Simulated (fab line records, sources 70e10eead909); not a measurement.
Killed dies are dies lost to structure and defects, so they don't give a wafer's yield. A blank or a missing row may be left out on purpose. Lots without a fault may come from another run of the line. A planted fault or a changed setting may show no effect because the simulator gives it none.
fab line records | flow nand_harc
record lots=14 wafers=42 last_day=33
route steps=1302 shown A_CHANNEL_HOLE_D2@586
lots that met no fault: from a run of the same line without faults
start_h: hours from the record's first day to the start of the lot's first wafer shown | wait_h: hours since the lot's step before | " the same as in the row above | L1.1+2: a row that stands for several wafers | - no value, or no start given | * or withheld: withheld | < > ~ a bound
route shown NAME@n: a module of which the file shows steps, and the number in the route of the first | usual: mean/standard deviation of fault-free wafers | same: alike in all rows | chamber/n: place in a boat | sites: the reading at each site | _std_site: their standard deviation | _edge_site: outer sites' mean less inner sites' | radius_mm: how far each site lies from the wafer's centre | mask NAME#n: copy n | behind: the tool/chamber that last shaped the wafer | hold: why the lot was held/for how many hours/how that ended | device: the transistor (n, p or np) that didn't switch | end of line: the same wafers' tests at the end of the route | a step without rows: its recipe alone | killed: dies lost to structure and defects at the first sort, not the wafer's yield | map: a wafer's dies, x killed, . not, _ none there
set.NAME: the setting as run; set.NAME@STEP: as run at that earlier step | model.NAME: the simulator's own value behind a step, which no gauge read
steps of the route over a sample of lots; a table a step, a row a wafer
services: from which hour (start_h, from the record's first day; less than 0 if before it) a tool's chamber was out of use, for how many hours, and why
## steps
# step NHARC_A_CHANNEL_HOLE_D2_ETCH_38
# recipe target_depth_a=390 over_etch_frac=0.3 time_s=65 ion_energy_ev=80 cf4_flow_sccm=150 ar_flow_sccm=0 rf_w=300 bias_w=100 chemistry=CF4
# usual bias_w=100.0/0.31 cf4_flow_sccm=150.0/0.47 drypump_motor_current_A=5.8/0.58 oes_product_au=0.997/0.0091 rf_vpp_V=151.0/1.1 showerhead_plenum_p_Torr=1.75/0.05 throttle_valve_pct=13.284/0.0086
# columns lot.wafer tool chamber start_h wait_h bias_w cf4_flow_sccm drypump_motor_current_A oes_product_au rf_hours_counter_h rf_vpp_V showerhead_plenum_p_Torr throttle_valve_pct
L301.2 rie_diel-03 1 311.67 0.1 100.3 149.8 6.1 0.990 2.8 150.0 1.69 13.270
L301.3 " 2 " " 99.6 149.9 5.2 0.990 2.9 149.0 1.76 13.286
L301.6 " 2 " " 100.0 150.0 5.2 1.006 - 151.1 1.76 13.280
L300.4 rie_diel-02 3 313.46 0.1 99.9 150.6 5.9 0.992 5.2 150.9 1.80 13.266
L300.3 " 0 " " 99.8 149.8 5.3 1.002 5.0 152.1 1.80 13.274
L300.1 " 2 " " 99.8 150.2 6.5 0.986 4.9 151.7 1.76 13.288
L302.3 rie_diel-03 2 324.79 0.1 100.3 150.2 5.2 1.012 3.6 149.0 1.76 13.299
L302.2 " 3 " " 100.7 151.0 6.4 0.999 3.0 149.9 1.75 13.294
L302.5 " 1 " " 100.2 149.9 6.1 1.001 - 149.4 1.69 13.291
L303.2 rie_diel-02 3 326.63 0.1 99.9 150.5 5.9 0.986 6.7 151.6 1.80 13.297
L303.5 " 1 " " 99.7 149.5 5.8 1.002 - 152.2 1.81 13.290
L303.6 " 2 " " 99.7 150.6 6.5 0.969 - 150.9 1.76 13.279
L305.1 rie_diel-02 1 337.83 0.1 99.6 149.6 5.7 0.992 6.7 151.8 1.81 13.294
L305.5 " 1 " " 99.3 149.1 5.8 1.006 - 152.2 1.81 13.277
L305.6 " 2 " " 100.1 149.3 6.5 0.987 - 151.1 1.76 13.283
L304.3 rie_diel-11 1 353.10 0.1 100.2 150.6 5.1 1.004 4.0 151.7 1.74 13.289
L304.2 " 2 " " 100.0 149.7 5.1 1.005 3.8 151.2 1.69 13.274
L304.6 " 3 " " 100.2 149.3 5.9 0.997 - 152.5 1.81 13.274
L308.1 rie_diel-02 2 369.76 0.1 100.2 150.7 6.5 0.977 9.0 151.3 1.76 13.266
L308.3 " 1 " " 99.9 149.3 5.8 1.006 8.4 152.9 1.81 13.286
L308.6 " 3 " " 99.8 150.2 5.9 0.998 - 151.5 1.80 13.279
L310.2 rie_diel-03 2 394.90 0.1 100.5 149.5 5.2 1.006 7.8 152.8 1.76 13.278
L310.3 " 0 " " 99.9 149.6 6.8 0.990 7.5 151.7 1.79 13.289
L310.1 " 1 " " 100.4 150.4 6.1 0.990 7.3 150.0 1.69 13.292
L311.1 rie_diel-11 2 409.21 0.1 99.7 149.7 5.1 0.998 6.9 149.8 1.69 13.279
L311.6 " 3 " " 100.6 150.0 5.9 0.988 - 150.9 1.81 13.293
L311.4 " 2 " " 99.7 149.9 5.1 0.998 - 150.6 1.69 13.284
L312.2 rie_diel-03 0 426.01 0.1 100.3 149.7 6.8 0.999 9.1 151.6 1.79 13.285
L312.4 " 1 " " 99.5 149.6 6.1 0.995 9.2 150.1 1.69 13.267
L312.5 " 3 " " 99.8 149.9 6.4 1.011 - 152.2 1.74 13.272
L317.2 rie_diel-11 0 462.71 0.1 100.0 150.0 5.1 1.000 1.0 151.7 1.65 13.286
L317.6 " 2 " " 100.2 149.9 5.1 0.996 - 150.1 1.69 13.278
L317.5 " 3 " " 100.1 151.0 5.9 0.991 - 151.7 1.81 13.292
L319.1 rie_diel-03 0 472.40 0.1 99.8 149.7 6.8 0.991 0.2 151.7 1.79 13.277
L319.2 " 1 " " 100.2 149.9 6.1 0.989 0.3 149.9 1.69 13.287
L319.5 " 0 " " 100.3 149.7 6.8 0.989 - 151.3 1.79 13.296
L323.2 rie_diel-02 3 528.16 0.1 99.8 150.1 5.9 0.995 5.7 152.5 1.80 13.296
L323.4 " 0 " " 100.4 150.2 5.3 1.010 0.9 151.0 1.80 13.287
L323.6 " 3 " " 99.8 149.6 5.9 0.998 - 151.1 1.80 13.293
L322.1 rie_diel-11 1 528.55 0.1 100.3 150.6 5.1 0.990 3.6 151.3 1.74 13.263
L322.2 " 3 " " 100.1 150.5 5.9 0.988 3.9 151.9 1.81 13.272
L322.4 " 0 " " 100.0 150.4 5.1 0.998 4.1 150.5 1.65 13.265
# step NHARC_A_CHANNEL_HOLE_D2_CD_MEAS_18
# usual cd_nm=99.6/2.4
# columns lot.wafer tool chamber start_h wait_h cd_nm
L301.2 cd_sem-03 - 312.69 - 99.9
L301.3 " - " " 100.0
L301.6 " - " " 96.1
L300.1 cd_sem-01 - 314.48 - 100.5
L300.3 " - " " 102.0
L300.4 " - " " 99.9
L302.2 cd_sem-03 - 325.81 - 97.2
L302.3 " - " " 96.4
L302.5 " - " " 100.0
L303.2 cd_sem-02 - 327.64 - 97.4
L303.5 " - " " 99.3
L303.6 " - " " 99.8
L305.1 cd_sem-01 - 338.86 - 103.9
L305.5 " - " " 100.4
L305.6 " - " " 105.0
L304.2 cd_sem-03 - 354.12 - 98.1
L304.3 " - " " 97.3
L304.6 " - " " 96.4
L308.1 cd_sem-02 - 370.79 - 101.9
L308.3 " - " " 102.1
L308.6 " - " " 103.8
L310.1 cd_sem-03 - 395.92 - 95.7
L310.2 " - " " 96.4
L310.3 " - " " 98.5
L311.1 cd_sem-01 - 410.40 - 97.2
L311.4 " - " " 103.0
L311.6 " - " " 101.7
L312.2 cd_sem-03 - 427.03 - 96.5
L312.4 " - " " 97.5
L312.5 " - " " 100.2
L317.2 cd_sem-02 - 463.72 - 104.0
L317.5 " - " " 103.3
L317.6 " - " " 101.5
L319.1 cd_sem-03 - 473.42 - 100.0
L319.2 " - " " 97.1
L319.5 " - " " 99.7
L323.2 cd_sem-03 - 529.17 - 102.9
L323.4 " - " " 101.8
L323.6 " - " " 104.7
L322.1 cd_sem-03 - 529.56 - 103.6
L322.2 " - " " 102.8
L322.4 " - " " 99.0
# step NHARC_A_CHANNEL_HOLE_D2_ETCH_26
# recipe bias_v=300 source_w=2000 pressure_mtorr=30 time_s=224.1 ar_flow_sccm=375 c4f8_flow_sccm=11.4 o2_flow_sccm=113.6 temp_c=-20 target_depth_a=3000 chemistry=C4F8/O2/Ar
# usual bias_v=300/3.1 c4f8_flow_sccm=11.40/0.031 drypump_motor_current_A=5.8/0.35 oes_air_line_au=0.998/0.019 showerhead_plenum_p_Torr=3.75/0.11 throttle_valve_pct=24.583/0.0098
# columns lot.wafer tool chamber start_h wait_h bias_v c4f8_flow_sccm drypump_motor_current_A oes_air_line_au rf_hours_counter_h showerhead_plenum_p_Torr throttle_valve_pct
L301.2 har_etch-02 0 319.99 0.6 304 11.41 5.7 0.980 359 3.61 24.593
L301.3 " 0 " " 302 11.41 5.7 0.998 - 3.61 24.574
L301.6 " 1 " " 304 11.39 5.4 1.020 - 3.79 24.585
L300.1 har_etch-01 0 323.03 0.6 305 11.42 5.7 1.014 160 3.73 24.577
L300.4 " 1 " " 297 11.40 6.3 1.008 - 3.73 24.588
L300.3 " 0 " " 304 11.41 5.7 1.018 - 3.73 24.575
L302.2 har_etch-01 0 331.29 0.7 294 11.43 5.7 0.977 168 3.73 24.591
L302.3 " 0 " " 296 11.40 5.7 0.989 - 3.73 24.597
L302.5 " 0 " " 297 11.35 5.7 0.976 - 3.73 24.583
L303.2 har_etch-01 1 335.46 0.7 300 11.36 6.4 0.978 172 3.73 24.577
L303.5 " 1 " " 297 11.43 6.3 0.992 - 3.73 24.577
L303.6 " 0 " " 298 11.43 5.7 1.009 - 3.73 24.581
L305.1 har_etch-01 0 343.83 0.6 300 11.36 5.7 0.984 179 3.72 24.576
L305.5 " 1 " " 296 11.37 6.3 0.982 - 3.72 24.585
L305.6 " 0 " " 299 11.39 5.7 0.973 - 3.72 24.579
L304.2 har_etch-02 1 358.49 0.7 299 11.44 5.4 0.973 374 3.77 24.576
L304.3 " 1 " " 302 11.44 5.4 0.992 - 3.77 24.567
L304.6 " 1 " " 298 11.50 5.4 0.966 - 3.77 24.586
L308.1 har_etch-02 1 374.67 0.6 296 11.45 5.4 0.998 385 3.76 24.571
L308.3 " 1 " " 294 11.38 5.4 0.969 - 3.76 24.601
L308.6 " 1 " " 298 11.43 5.4 0.989 - 3.76 24.603
L310.2 har_etch-02 1 402.97 0.7 296 11.41 5.4 1.031 7 3.76 24.582
L310.1 " 0 " " 300 11.38 5.7 0.999 7 3.99 24.578
L310.3 " 1 " " 301 11.35 5.4 1.030 - 3.76 24.582
L311.1 har_etch-02 1 414.30 0.6 300 11.39 5.4 1.005 15 3.76 24.568
L311.4 " 0 " " 297 11.44 5.7 0.970 - 3.98 24.582
L311.6 " 0 " " 298 11.45 5.7 1.008 - 3.98 24.575
L312.2 har_etch-01 1 430.91 0.6 293 11.38 6.3 1.000 225 3.70 24.565
L312.4 " 0 " " 302 11.44 5.7 0.980 - 3.70 24.579
L312.5 " 1 " " 298 11.38 6.4 0.975 - 3.70 24.585
L317.2 har_etch-02 0 468.53 0.7 - - - - - - -
L317.6 " 0 " " - - - - - - -
L317.5 " 1 " " - - - - - - -
L319.1 har_etch-02 0 477.27 0.7 - - - - - - -
L319.2 " 1 " " - - - - - - -
L319.5 " 1 " " - - - - - - -
L323.2 har_etch-01 0 533.04 0.6 298 11.45 5.7 0.996 286 3.66 24.597
L323.4 " 1 " " 295 11.38 6.3 1.031 - 3.66 24.584
L323.6 " 0 " " 302 11.41 5.7 0.996 - 3.66 24.581
L322.1 har_etch-02 0 533.42 0.7 299 11.33 5.7 0.992 84 3.94 24.603
L322.2 " 1 " " 299 11.47 5.4 0.975 84 3.72 24.584
L322.4 " 1 " " 296 11.42 5.4 0.987 - 3.72 24.576
# step NHARC_A_CHANNEL_HOLE_D2_CD_MEAS_31
# usual cd_nm=90.0/1.2
# columns lot.wafer tool chamber start_h wait_h cd_nm
L301.2 cd_sem-02 - 321.71 - 91.8
L301.3 " - " " 88.9
L301.6 " - " " 90.6
L300.1 cd_sem-03 - 324.76 - 91.8
L300.3 " - " " 91.6
L300.4 " - " " 91.2
L302.2 cd_sem-03 - 333.04 - 92.7
L302.3 " - " " 90.2
L302.5 " - " " 91.5
L303.2 cd_sem-01 - 337.21 - 90.8
L303.5 " - " " 89.3
L303.6 " - " " 91.5
L305.1 cd_sem-02 - 345.53 - 90.9
L305.5 " - " " 90.9
L305.6 " - " " 90.5
L304.2 cd_sem-03 - 360.24 - 88.6
L304.3 " - " " 88.7
L304.6 " - " " 87.7
L308.1 cd_sem-03 - 376.37 - 90.3
L308.3 " - " " 90.7
L308.6 " - " " 89.5
L310.1 cd_sem-01 - 404.87 - 90.8
L310.2 " - " " 89.3
L310.3 " - " " 90.9
L311.1 cd_sem-03 - 416.01 - 89.5
L311.4 " - " " 89.6
L311.6 " - " " 89.5
L312.2 cd_sem-01 - 432.62 - 91.5
L312.4 " - " " 90.5
L312.5 " - " " 91.6
L317.2 cd_sem-01 - 470.28 - 89.5
L317.5 " - " " 87.9
L317.6 " - " " 90.2
L319.1 cd_sem-02 - 479.04 0.1 89.5
L319.2 " - " " 88.6
L319.5 " - " " 91.9
L323.2 cd_sem-03 - 534.76 - 89.6
L323.4 " - " " 91.1
L323.6 " - " " 88.4
L322.1 cd_sem-02 - 535.17 - 90.6
L322.2 " - " " 89.8
L322.4 " - " " 87.3
## services
# columns tool chamber start_h hours kind
rie_diel-03 0 290.30 - clean
rie_diel-03 1 290.30 - clean
rie_diel-11 - 363.65 0.7 repair
har_etch-02 - 378.39 17.0 pm
har_etch-02 0 378.39 17.0 vent_cycle
har_etch-02 1 378.39 17.0 vent_cycle
rie_diel-02 0 383.38 98.6 repair
rie_diel-02 - 386.04 0.2 repair
rie_diel-11 2 387.01 4.9 repair
rie_diel-02 - 393.89 9.0 pm
har_etch-02 0 395.39 - clean
har_etch-02 0 395.39 - consumable_replace:focus_ring
har_etch-02 0 395.39 - consumable_replace:showerhead
har_etch-02 1 395.39 - clean
har_etch-02 1 395.39 - consumable_replace:esc
rie_diel-11 0 404.11 10.5 repair
rie_diel-11 0 415.35 3.4 repair
rie_diel-11 - 421.62 1.7 repair
rie_diel-02 - 423.00 1.0 repair
rie_diel-02 1 430.66 26.6 repair
rie_diel-11 - 432.50 9.0 pm
rie_diel-11 - 441.61 0.5 repair
rie_diel-02 3 458.19 11.3 repair
rie_diel-03 - 458.30 9.0 pm
## key
first_sign step=NHARC_A_CHANNEL_HOLE_D2_ETCH_26 reading=tool_record direction=missing
effect none on later readings
met_at NHARC_A_CHANNEL_HOLE_D2_ETCH_26
struck_lots L317,L319
later_rows_left_out L317.2,L317.5,L317.6,L319.1,L319.2,L319.5
sort_left_out L317.2,L317.5,L317.6,L319.1,L319.2,L319.5
tester_left_out L317,L319
not_acting_at NHARC_A_CHANNEL_HOLE_D2_ETCH_38,NHARC_A_CHANNEL_HOLE_D2_CD_MEAS_18,NHARC_A_CHANNEL_HOLE_D2_CD_MEAS_31
onset_between 414.30 468.53
fault kind=skipped_step_whole tool=har_etch-02 chamber=- onset_h=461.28 steps=NHARC_A_CHANNEL_HOLE_D2_ETCH_26 scope=struck_lots_only
# tester_left_out: of these lots the tester's yield and bins aren't shown, on N5 and GAA mostly nor the transistor test; their killed dies are dies lost to structure and defects alone, not to doping, threshold or leakage, so they don't give the yield
# sort_left_out: the simulated sort isn't trusted on such a fault, so these wafers' sort isn't shown, and their yield isn't known
# later_rows_left_out: the simulator's readings of these wafers behind a module that went badly wrong aren't trusted and aren't shown, but for the sort
